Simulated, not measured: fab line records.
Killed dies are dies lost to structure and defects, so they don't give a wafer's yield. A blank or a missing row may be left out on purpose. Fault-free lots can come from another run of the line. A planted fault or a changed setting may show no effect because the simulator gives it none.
fab line records	flow nand-harc
[record] lots = 14	wafers = 40	last-day = 34
route steps=1302 shown A_CHANNEL_HOLE_D1@450 THIN_TSV@1261 END@1302
lots with no fault: from the same line, run without faults
start-h: hours from the record's first day to the start of the lot's first wafer shown	wait-h: how many hours have passed since the lot's step before this one	" unchanged from the row above	L1.1+2: a single row standing in for several wafers	- no value present, or no start provided	* or withheld: withheld	< > ~ a bound
route shown NAME@n: names a module that has steps shown in the file, with the first one's number in the route	usual: average and standard deviation across the fault-free wafers	same: alike in all rows	chamber/n: place in a boat	sites: each site's reading	_std_site: standard deviation of those values	_edge_site: mean of outer sites minus mean of inner sites	radius-mm: how far each site lies from the wafer's centre	mask NAME#n: copy n	behind: tool/chamber where the wafer was last shaped	hold: why the lot went on hold/how many hours it stayed there/how the hold came to an end	device: whichever transistor did not switch (one of n, p or np)	end of line: the same wafers' tests at the end of the route	step lacking rows: just its recipe	killed: dies lost to structure and defects at the first sort, not the wafer's yield	map: a wafer's dies, x killed, . not, _ none there
set.NAME: the setting as run; set.NAME@STEP: as run at that earlier step	model.NAME: the simulator's own value behind a step, which no gauge read
a sample of lots followed through the steps of the route, with each step as a table and each wafer as a row
services: when a tool's chamber went out of use (start-h, in hours from the record's first day, below 0 if earlier), for how many hours, and the reason
[[steps]]
[step NHARC_A_CHANNEL_HOLE_D1_DEP_00]
[recipe] target-thk-a = 31000	temp-c = 400	material = aC
[usual] throttle-valve-pct = 35.000/0.0091
lot.wafer	tool	chamber	start-h	wait-h	throttle-valve-pct
L861.1	acl-dep-02	0	172.33	2.9	35.011
L861.2	"	0	"	"	34.994
L861.4	"	0	"	"	34.999
L863.1	acl-dep-02	0	188.37	1.6	34.999
L863.2	"	0	"	"	34.993
L862.1	acl-dep-02	0	190.27	3.5	34.991
L862.5	"	0	191.55	4.8	35.015
L865.2	acl-dep-02	0	212.50	0.4	34.996
L865.4	"	0	"	"	35.009
L865.5	"	0	"	"	34.996
L873.1	acl-dep-02	0	291.59	0.1	34.996
L873.3	"	0	"	"	35.003
L873.4	"	0	"	"	34.981
L874.4	acl-dep-01	0	300.80	1.0	34.991
L874.5	"	0	"	"	35.012
L874.6	"	0	"	"	34.990
L876.1	acl-dep-02	0	318.23	1.3	35.012
L876.2	"	0	"	"	35.006
L876.4	"	0	"	"	35.019
L875.2	acl-dep-02	0	320.42	3.2	34.986
L875.4	"	0	"	"	35.007
L875.5	"	0	"	"	34.988
L877.1	acl-dep-03	0	335.93	0.7	35.006
L877.3	"	0	"	"	34.999
L877.4	"	0	"	"	34.990
L881.1	acl-dep-03	0	370.20	0.1	34.986
L881.3	"	0	"	"	34.991
L881.4	"	0	"	"	35.003
L880.2	acl-dep-01	0	370.34	0.4	35.009
L880.3	"	0	"	"	34.995
L880.6	"	0	"	"	34.992
L882.2	acl-dep-01	0	385.24	2.3	35.011
L882.4	"	0	"	"	35.009
L882.5	"	0	"	"	35.002
L883.2	acl-dep-02	0	392.92	0.4	34.980
L883.4	"	0	"	"	35.000
L883.6	"	0	"	"	35.008
L884.1	acl-dep-01	0	414.59	0.1	35.016
L884.3	"	0	"	"	34.999
L884.5	"	0	"	"	34.999
[step NHARC_THIN_TSV_DESCUM_14]
[recipe] time-s = 3	o2-flow-sccm = 200	ar-flow-sccm = 0	bias-power-w = 0	chemistry = O2
[usual] drypump-motor-current-A = 5.6/0.48	mfc-ar-sccm = 0.008/0.0096	oes-product-au = 0.998/0.012	rf-vpp-V = 57.8/0.91	showerhead-plenum-p-Torr = 1.92/0.072	throttle-valve-pct = 11.310/0.01
[same] bias-power-w = 0
lot.wafer	tool	chamber	start-h	wait-h	drypump-motor-current-A	mfc-ar-sccm	oes-product-au	rf-hours-counter-h	rf-vpp-V	showerhead-plenum-p-Torr	throttle-valve-pct
L861.2	rie-diel-11	2	549.50	-	6.0	0.022	1.000	6.8	57.4	1.96	11.313
L861.4	"	0	"	"	5.4	0.015	0.983	6.6	57.1	1.79	11.319
L861.1	"	1	"	"	6.7	0	0.983	7.2	56.9	1.89	11.321
L862.1	rie-diel-11	3	555.82	-	5.4	0.009	0.983	6.8	58.3	2.01	11.309
L863.1	rie-diel-11	1	557.18	-	6.7	0	0.980	8.3	58.6	1.89	11.309
L865.4	rie-diel-09	0	581.04	-	5.5	0	1.003	4.1	56.1	1.82	11.331
L874.6	rie-diel-11	3	673.46	-	5.4	0.009	0.993	-	58.4	2.01	11.312
L874.5	"	0	"	"	5.4	0.015	0.996	-	56.2	1.78	11.305
L874.4	"	1	"	"	6.7	0	0.975	-	58.7	1.88	11.306
L875.2	rie-diel-08	3	674.79	-	5.3	0.025	1.000	8.4	58.2	1.94	11.303
L875.4	"	0	"	"	5.1	0.018	1.006	7.3	56.7	1.85	11.315
L875.5	"	2	"	"	5.7	0	1.009	-	58.8	1.99	11.318
L873.4	rie-diel-08	3	677.84	-	5.3	0.025	0.992	9.0	58.2	1.94	11.326
L873.1	"	0	"	"	5.0	0.018	0.999	7.8	57.5	1.85	11.311
L873.3	"	1	"	"	6.2	0	0.997	8.3	56.5	1.93	11.290
L876.2	rie-diel-11	2	679.05	-	6.0	0.022	0.994	3.9	57.3	1.96	11.308
L876.1	"	3	"	"	5.4	0.009	1.010	3.9	57.5	2.01	11.298
L876.4	"	1	"	"	6.7	0	0.976	4.4	56.9	1.88	11.323
L877.3	rie-diel-09	0	704.88	-	5.5	0	1.002	1.0	56.1	1.82	11.314
L877.4	"	1	"	"	5.7	0	1.011	0.9	57.3	1.88	11.320
L877.1	"	3	"	"	4.9	0	0.999	1.0	58.1	1.99	11.303
L880.3	rie-diel-08	0	731.11	-	5.0	0.018	1.002	0	57.9	1.85	11.330
L880.2	"	2	"	"	5.7	0	1.002	0	59.4	1.99	11.306
L880.6	"	0	"	"	5.0	0.018	0.998	-	58.2	1.85	11.304
L881.4	rie-diel-08	2	732.30	-	5.8	0	0.992	0.2	57.9	1.99	11.319
L881.3	"	3	"	"	5.3	0.025	0.992	0.2	58.0	1.94	11.306
L881.1	"	0	"	"	5.1	0.018	0.999	0.4	56.6	1.85	11.296
L882.4	rie-diel-09	0	757.82	-	5.5	0	1.003	3.2	58.2	1.82	11.329
L882.2	"	2	"	"	5.3	0.006	1.016	3.7	57.3	2.01	11.310
L882.5	"	0	"	"	5.4	0	1.005	-	56.2	1.82	11.318
L883.2	rie-diel-09	0	759.03	-	5.5	0	1.023	3.4	58.1	1.82	11.316
L883.4	"	1	"	"	5.7	0	1.004	3.2	56.3	1.88	11.305
L883.6	"	3	"	"	4.9	0	0.994	-	57.6	1.99	11.299
L884.3	rie-diel-08	2	793.06	-	5.7	0	1.010	3.8	57.0	1.99	11.295
L884.1	"	3	"	"	5.3	0.025	1.006	2.9	57.1	1.94	11.313
L884.5	"	3	"	"	5.3	0.025	1.000	-	58.6	1.94	11.320
[step NHARC_THIN_TSV_ANNEAL_52]
[recipe] temp-c = 225	time-s = 90
[usual] wafer_temp_C_max = 226.0/0.35
lot.wafer	tool	chamber	start-h	wait-h	wafer_temp_C_max
L861.1	rtp-anneal-02	0	553.53	0.6	226.0
L861.2	"	0	"	"	226.2
L861.4	"	0	"	"	226.3
L862.1	rtp-anneal-01	0	559.59	0.6	225.9
L863.1	rtp-anneal-02	0	560.98	0.5	226.0
L865.4	rtp-anneal-02	0	584.98	0.5	226.3
L874.4	rtp-anneal-01	0	677.59	0.6	226.1
L874.5	"	0	"	"	225.8
L874.6	"	0	"	"	225.9
L875.2	rtp-anneal-01	0	678.74	0.7	225.3
L875.4	"	0	"	"	225.7
L875.5	"	0	"	"	225.8
L873.1	rtp-anneal-01	0	681.63	0.5	225.5
L873.3	"	0	"	"	225.6
L873.4	"	0	"	"	225.6
L876.1	rtp-anneal-01	0	682.92	0.6	225.9
L876.2	"	0	"	"	225.8
L876.4	"	0	"	"	225.7
L877.1	rtp-anneal-01	0	708.70	0.6	225.8
L877.3	"	0	"	"	225.8
L877.4	"	0	"	"	225.8
L880.2	rtp-anneal-02	0	735.28	0.7	226.6
L880.3	"	0	"	"	226.5
L880.6	"	0	"	"	226.1
L881.1	rtp-anneal-02	0	736.26	0.6	227.1
L881.3	"	0	"	"	226.4
L881.4	"	0	"	"	226.6
L882.2	rtp-anneal-01	0	761.72	0.7	225.6
L882.4	"	0	"	"	225.4
L882.5	"	0	"	"	225.5
L883.2	rtp-anneal-01	0	762.87	0.6	225.8
L883.4	"	0	"	"	225.8
L883.6	"	0	"	"	225.7
L884.1	rtp-anneal-01	0	796.87	0.6	225.8
L884.3	"	0	"	"	225.6
L884.5	"	0	"	"	225.4
[step NHARC_THIN_TSV_CMP_21]
[recipe] t-overpolish-s = 30	target-thk-nm = 2000
[usual] motor-current-A = 11.9/1.1	overpolish-run-s = 29.999/0.0089
lot.wafer	tool	chamber	start-h	wait-h	motor-current-A	overpolish-run-s
L861.4	cmp-02	0	553.87	-	12.1	30.008
L861.1	"	2	"	"	11.3	29.977
L861.2	"	3	"	"	12.2	30.007
L862.1	cmp-04	2	560.00	-	14.4	30.000
L863.1	cmp-01	0	561.38	-	14.3	30.002
L865.4	cmp-04	0	585.26	-	10.8	29.983
L874.4	cmp-02	3	677.85	-	12.1	29.996
L874.5	"	3	"	"	12.9	29.992
L874.6	"	0	"	"	12.0	30.006
L875.4	cmp-02	0	679.03	-	12.3	29.992
L875.2	"	2	"	"	11.4	30.008
L875.5	"	1	"	"	12.3	29.991
L873.4	cmp-01	2	681.97	-	10.2	30.007
L873.3	"	3	"	"	12.4	29.986
L873.1	"	0	"	"	13.5	30.004
L876.4	cmp-02	2	683.27	-	11.5	30.001
L876.1	"	0	"	"	12.8	30.016
L876.2	"	1	"	"	11.7	29.989
L877.1	cmp-02	1	709.04	-	12.1	29.988
L877.4	"	3	"	"	12.6	29.998
L877.3	"	0	"	"	12.5	30.019
L880.2	cmp-02	0	735.60	-	12.9	30.000
L880.3	"	1	"	"	12.2	29.997
L880.6	"	3	"	"	11.9	30.005
L881.1	cmp-04	3	736.61	-	11.7	29.995
L881.3	"	0	"	"	10.4	29.997
L881.4	"	1	"	"	12.0	30.012
L882.4	cmp-02	0	762.04	-	12.2	30.012
L882.2	"	2	"	"	10.9	30.008
L882.5	"	3	"	"	12.5	29.996
L883.4	cmp-04	1	763.16	-	11.7	30.002
L883.2	"	0	"	"	11.0	29.986
L883.6	"	1	"	"	11.4	29.986
L884.3	cmp-02	0	797.24	-	12.2	30.006
L884.1	"	2	"	"	11.4	30.002
L884.5	"	3	"	"	12.1	30.009
[step NHARC_END_SORT_01]
[recipe] temp-c = 25
[usual] killed-at-array = 55/15	killed-at-other = 1.0/1.2	killed-at-periphery = 3.4/2.2	killed-dies = 59/15	killed-open = 3.2/2	killed-short = 2.5/1.7
[same] gross-dies = 677
lot.wafer	tool	chamber	start-h	wait-h	killed-at-array	killed-at-other	killed-at-periphery	killed-dies	killed-open	killed-short
L862.1	prober-01	0	570.42	2.5	68	3	2	73	4	2
L862.5	prober-01	0	573.59	3.7	670	2	5	677	3	2
L863.1	prober-02	0	572.51	2.5	47	3	1	51	2	4
L863.2	prober-02	0	573.29	2.8	676	0	1	677	2	0
L865.2	prober-02	0	600.13	2.8	674	0	3	677	1	2
L865.4	prober-02	0	601.68	3.3	57	0	1	58	2	2
L865.5	prober-02	0	602.46	3.6	672	1	4	677	1	1
// killed by level:class
L862.1 A_CHANNEL_HOLE_D2:chamber-film-flake=33 A_CHANNEL_HOLE_D1:chamber-film-flake=18 A_CONTACT:chamber-film-flake=4 THIN_TSV:chamber-film-flake=3 A_M0:geometric-particle:open=2 A_STAIRCASE:chamber-film-flake=2 A_SGD_CUT:chamber-film-flake=2 A_ONON_D1:geometric-particle:open=1
L863.1 A_SLIT:chamber-film-flake=24 A_CHANNEL_HOLE_D2:chamber-film-flake=6 A_CONTACT:chamber-film-flake=4 THIN_TSV:chamber-film-flake=3 A_DECK1_JOINT:chamber-film-flake=2 A_STAIRCASE:chamber-film-flake=2 P_M0:geometric-particle:open=1 A_ONON_D2:geometric-particle:short=1
L863.2 A_CHANNEL_HOLE_D1:area-dep=629 A_SLIT:chamber-film-flake=18 A_CHANNEL_HOLE_D2:chamber-film-flake=7 A_CONTACT:chamber-film-flake=5 A_CHANNEL_HOLE_D1:chamber-film-flake=4 A_STAIRCASE:chamber-film-flake=4 A_CONTACT:unspecified=4 A_DECK1_JOINT:chamber-film-flake=2
L862.5 A_CHANNEL_HOLE_D1:area-dep=608 A_CHANNEL_HOLE_D2:chamber-film-flake=35 A_CHANNEL_HOLE_D1:chamber-film-flake=15 A_CONTACT:chamber-film-flake=3 A_BONDPAD:chamber-film-flake=3 P_CONTACT:geometric-particle:open=2 P_ZERO_WELL:chamber-film-flake=2 THIN_TSV:chamber-film-flake=2
L865.2 A_CHANNEL_HOLE_D1:area-dep=621 A_SLIT:chamber-film-flake=30 A_CONTACT:chamber-film-flake=9 A_CHANNEL_HOLE_D2:chamber-film-flake=5 A_CHANNEL_HOLE_D1:chamber-film-flake=4 A_STAIRCASE:chamber-film-flake=3 P_STI:chamber-film-flake=2 P_M0:geometric-particle:short=1
L865.4 A_SLIT:chamber-film-flake=31 A_CHANNEL_HOLE_D2:chamber-film-flake=9 A_CONTACT:chamber-film-flake=8 A_DECK1_JOINT:chamber-film-flake=2 A_STAIRCASE:chamber-film-flake=2 A_DECK1_JOINT:geometric-particle:short=1 A_WL_FILL:geometric-particle:short=1 A_CONTACT:geometric-particle:open=1
L865.5 A_CHANNEL_HOLE_D1:area-dep=629 A_SLIT:chamber-film-flake=29 A_CHANNEL_HOLE_D2:chamber-film-flake=7 P_STI:chamber-film-flake=3 A_CONTACT:chamber-film-flake=3 A_CHANNEL_HOLE_D1:chamber-film-flake=2 P_M0:geometric-particle:short=1 A_CHANNEL_FILL_D1:geometric-particle:open=1
[[services]]
tool	chamber	start-h	hours	kind
cmp-02	-	192.80	0.2	repair
cmp-02	-	209.40	0.3	repair
cmp-02	-	214.31	0.5	repair
cmp-02	-	232.50	4.0	pm
acl-dep-02	-	244.02	13.0	pm
cmp-02	-	244.03	2.5	repair
cmp-02	-	267.86	2.9	repair
cmp-02	-	293.04	2.2	repair
cmp-02	-	330.50	4.0	pm
acl-dep-02	-	348.14	8.1	repair
rtp-anneal-01	-	372.00	12.0	pm
cmp-02	-	379.80	0.9	repair
cmp-02	-	411.65	0.7	repair
acl-dep-02	-	426.26	13.0	pm
cmp-02	-	428.50	4.0	pm
cmp-02	-	526.50	4.0	pm
cmp-02	-	580.17	1.4	repair
acl-dep-02	-	607.46	13.0	pm
cmp-02	-	624.50	4.0	pm
cmp-02	-	632.05	1.3	repair
cmp-02	-	722.50	4.0	pm
cmp-02	-	752.15	0.4	repair
cmp-02	-	762.83	0.8	repair
acl-dep-02	-	788.46	13.0	pm
[[key]]
[first-sign] step = NHARC_END_SORT_01	reading = killed-dies	direction = up	sigmas = 42	usual = 59	struck = 677
[effect] step = NHARC_END_SORT_01	reading = killed-at-array	direction = up	sigmas = 42	usual = 55	struck = 673
[more-kills-born-at] NHARC_A_CHANNEL_HOLE_D1_DEP_00@acl-dep-02 = 2487
met-at NHARC_A_CHANNEL_HOLE_D1_DEP_00
struck-lots L862,L863,L865
struck-wafers L862.5,L863.2,L865.2,L865.5
later-rows-left-out L862.5,L863.2,L865.2,L865.5
tester-left-out L862,L863,L865
not-acting-at NHARC_THIN_TSV_DESCUM_14,NHARC_THIN_TSV_ANNEAL_52,NHARC_THIN_TSV_CMP_21
[fault] kind = process-parameter-drift	tool = acl-dep-02	chamber = -	onset-h = 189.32	steps = NHARC_A_CHANNEL_HOLE_D1_DEP_00	channel = target-thk-a	offset = *	shape = step	end-h = 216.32	scope = struck-wafers-only	acts-in = *	stated = *
// tester-left-out: of these lots the tester's yield and bins aren't shown, on N5 and GAA mostly nor the transistor test; their killed dies are dies lost to structure and defects alone, not to doping, threshold or leakage, so they don't give the yield
// later-rows-left-out: the simulator's readings of these wafers behind a module that went badly wrong aren't trusted and aren't shown, but for the sort
